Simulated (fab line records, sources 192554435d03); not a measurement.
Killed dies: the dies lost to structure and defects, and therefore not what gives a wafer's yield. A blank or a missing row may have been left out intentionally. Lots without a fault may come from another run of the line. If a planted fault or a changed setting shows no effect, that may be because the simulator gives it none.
Which tool is to blame? | flow n5Finfet | Sampling: 9 lots, 27 wafers, 5 of 1938 route steps

== WHAT EACH GAUGE READ, for each wafer ==
N5_BEOL_M4_RC_MEAS_101.
lot  | measured     | on        | DIBL_N (mV/V)
L348 | day 8 04:02  | prober-02 | 36.6 36.5 37.0
L353 | day 9 11:40  | prober-01 | 36.4 33.3 35.5
L357 | day 10 14:32 | prober-01 | 35.0 35.4 36.1
L358 | day 10 17:22 | prober-02 | 38.5 36.8 35.9
L359 | day 11 07:54 | prober-02 | 37.8 36.2 37.2
L365 | day 12 16:58 | prober-01 | 33.7 32.4 34.8
L367 | day 12 22:19 | prober-02 | 38.6 36.9 39.0
L368 | day 13 12:11 | prober-01 | 36.0 37.5 36.9
L370 | day 13 19:11 | prober-02 | 36.3 36.1 38.6

== TOOL THAT RAN EACH LOT (tool first, then ch and the chambers of the sampled wafers, then the start) ==
lot  | N5_MOL_CONTACT_COAG_ETCH_48       | N5_MOL_CONTACT_COAG_STRIP_72      | N5_BEOL_M0_SAQP_ILD_DEP_01      | N5_BEOL_M0_SAQP_COAT_81
L348 | rieDiel-04 ch 0,1, day 5 12:41    | rieDiel-04 ch 0,1, day 5 12:44    | pecvd-03 ch 1,2, day 5 17:28    | lithoTrack-02 ch 0, day 5 18:58
L353 | rieDiel-03 ch 1,3, day 6 16:35    | rieDiel-03 ch 1,3, day 6 16:39    | pecvd-03 ch 0,1,2, day 6 21:22  | lithoTrack-01 ch 0, day 6 22:46
L357 | rieDiel-04 ch 1,3, day 7 18:37    | rieDiel-04 ch 1,3, day 7 18:40    | pecvd-04 ch 1,2, day 7 23:05    | lithoTrack-02 ch 0, day 8 00:18
L358 | rieDiel-03 ch 1,3, day 8 08:37    | rieDiel-03 ch 1,3, day 8 08:40    | pecvd-02 ch 0,1,2, day 8 13:08  | lithoTrack-02 ch 0, day 8 13:50
L359 | rieDiel-03 ch 0,2, day 8 14:22    | rieDiel-03 ch 0,2, day 8 14:25    | pecvd-02 ch 0,2, day 8 18:49    | lithoTrack-02 ch 0, day 8 19:44
L365 | rieDiel-03 ch 1,2, day 10 02:27   | rieDiel-03 ch 1,2, day 10 02:30   | pecvd-03 ch 0,1,2, day 10 08:38 | lithoTrack-01 ch 0, day 10 09:30
L367 | rieDiel-01 ch 0,1,3, day 10 11:33 | rieDiel-01 ch 0,1,3, day 10 11:37 | pecvd-03 ch 0,2, day 10 16:50   | lithoTrack-01 ch 0, day 10 17:41
L368 | rieDiel-01 ch 0,2, day 10 15:11   | rieDiel-01 ch 0,2, day 10 15:14   | pecvd-04 ch 0,1,2, day 10 19:51 | lithoTrack-04 ch 0, day 10 21:07
L370 | rieDiel-01 ch 2,3, day 11 03:30   | rieDiel-01 ch 2,3, day 11 03:33   | pecvd-02 ch 1,2, day 11 07:59   | lithoTrack-04 ch 0, day 11 10:19
- N5_MOL_CONTACT_COAG_ETCH_48: etches SiOC in C4F6/O2, target depth 15 nm, overetch 4.5 nm, time 17 s.
- N5_MOL_CONTACT_COAG_STRIP_72: strips in N2/H2.
- N5_BEOL_M0_SAQP_ILD_DEP_01: deposits SiOC from DEMS/O2, target thk 45.419 nm, time 8.7 s.
- N5_BEOL_M0_SAQP_COAT_81: time 60 s, resist thk 100 nm.

== THE ANSWER, worked out from the rows above alone ==
Rule: the lots themselves supply what counts as usual. The widest of any qualifying gaps counts: lots, ordered by their means at a reading, are off when they make up no more than a third of the lots, leave a main group of 4 or more, and stand apart from it by 3 or more times the standard deviation of that group's means. A main group whose means are all the same, to the digits that the tables above print for the reading, isn't used. A lot without any number at a reading at which 4 lots or more have one is off too. All remaining lots with rows at the step are treated as sound.
No lot is off on any of the readings shown, so nothing can be concluded from this.

== WHAT THE SIMULATOR HAD INSERTED ==
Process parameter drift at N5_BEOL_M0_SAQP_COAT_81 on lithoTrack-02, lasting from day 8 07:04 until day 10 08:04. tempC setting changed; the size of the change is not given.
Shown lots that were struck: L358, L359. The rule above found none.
